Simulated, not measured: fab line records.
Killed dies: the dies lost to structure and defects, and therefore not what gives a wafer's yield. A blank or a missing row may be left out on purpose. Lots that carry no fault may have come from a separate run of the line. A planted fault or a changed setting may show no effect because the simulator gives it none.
Matching of chambers | flow nand harc | 4 sister chambers for NHARC_A_BLC_CMP_25 on cmp-01
The step polishes, t overpolish 30 s, target thk 150 nm. 8 wafers are shown with their chamber, then 9 later ones without.

EACH WAFER AND ITS CHAMBER
wafer  | chamber | motor current A (A) | time to endpoint s (s)
L082.1 | 0       | 13.0                | 28
L082.6 | 1       | 14.5                | 30
L084.2 | 3       | 11.4                | 25
L084.3 | 2       | 12.6                | 35
L084.6 | 2       | 12.1                | 35
L085.1 | 3       | 11.7                | 29
L085.3 | 0       | 13.6                | 30
L085.6 | 1       | 13.7                | 33

WAFERS WITHOUT THEIR CHAMBER
wafer  | motor current A (A) | time to endpoint s (s)
L090.1 | 13.1                | 29
L090.2 | 13.9                | 27
L090.3 | 12.8                | 32
L093.2 | 12.5                | 38
L093.3 | 11.7                | 29
L093.5 | 13.0                | 41
L096.1 | 12.7                | 36
L096.3 | 11.7                | 30
L096.5 | 12.7                | 31

WHICH CHAMBER EACH ONE RAN IN
wafer  | from the rows above               | in truth
L090.1 | 0                                 | 0
L090.2 | can't be placed: 0 or 1           | 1
L090.3 | can't be placed: 2 or 0 or 1      | 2
L093.2 | 2                                 | 2
L093.3 | 3                                 | 3
L093.5 | 2                                 | 2
L096.1 | 2                                 | 2
L096.3 | can't be placed: 3 or 2           | 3
L096.5 | can't be placed: 0 or 2 or 1 or 3 | 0
Correctly placed: 5 of 9. Can't be placed from these rows: 4 (the true chamber is among the candidates in 4). 0 placed wrongly.
How it was worked out, from the rows above alone: a wafer's distance from a chamber is the root of the sum, over the readings, of the square of ((its reading less the chamber's mean) divided by the reading's scatter). The wafer belongs to the nearest chamber; if the next one is less than 2 further off, it can't be placed. For every chamber, the mean is computed from those of its wafers that are shown. The scatter: take each reading less its chamber's mean, square it, sum over the shown wafers, divide by the number of wafers less the number of chambers, and take the root.
